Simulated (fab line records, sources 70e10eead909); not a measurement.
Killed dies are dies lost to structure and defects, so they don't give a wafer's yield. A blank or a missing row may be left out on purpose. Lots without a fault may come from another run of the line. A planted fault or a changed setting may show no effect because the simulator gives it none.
Chamber matching | flow nand_harc | NHARC_A_M0_DESCUM_14 on rie_diel-03: 4 sister chambers
The step chemistry O2, time 3 s. 4 wafers are shown with their chamber, then 10 later ones without.

WAFERS WITH THEIR CHAMBER
wafer  | chamber | showerhead_plenum_p_Torr (Torr)
L083.2 | 2       | 2.02
L083.3 | 1       | 1.94
L089.1 | 0       | 2.04
L089.4 | 3       | 1.88

WAFERS WITHOUT THEIR CHAMBER
wafer  | showerhead_plenum_p_Torr (Torr)
L089.5 | 2.04
L091.1 | 2.04
L091.4 | 1.88
L091.5 | 1.94
L096.2 | 2.04
L096.4 | 1.93
L096.5 | 2.02
L097.1 | 1.88
L097.2 | 2.02
L097.3 | 1.93

WHICH CHAMBER EACH WENT THROUGH
wafer  | from the rows above | in truth
L089.5 | 0                   | 0
L091.1 | 0                   | 0
L091.4 | 3                   | 3
L091.5 | 1                   | 1
L096.2 | 0                   | 0
L096.4 | 1                   | 1
L096.5 | 2                   | 2
L097.1 | 3                   | 3
L097.2 | 2                   | 2
L097.3 | 1                   | 1
Placed correctly: 10 of 10. Can't be placed from these rows: 0. Placed wrongly: 0.
How it was worked out, from the rows above alone: a wafer's distance from a chamber is the root of the sum, over the readings, of the square of ((its reading less the chamber's mean) divided by the reading's scatter). The wafer belongs to the nearest chamber; if the next one is less than 2 further off, it can't be placed. A chamber's mean is the mean of its shown wafers. The scatter: with one shown wafer a chamber, the root of the mean of the squares of how far each hidden wafer lies from its nearest shown one.
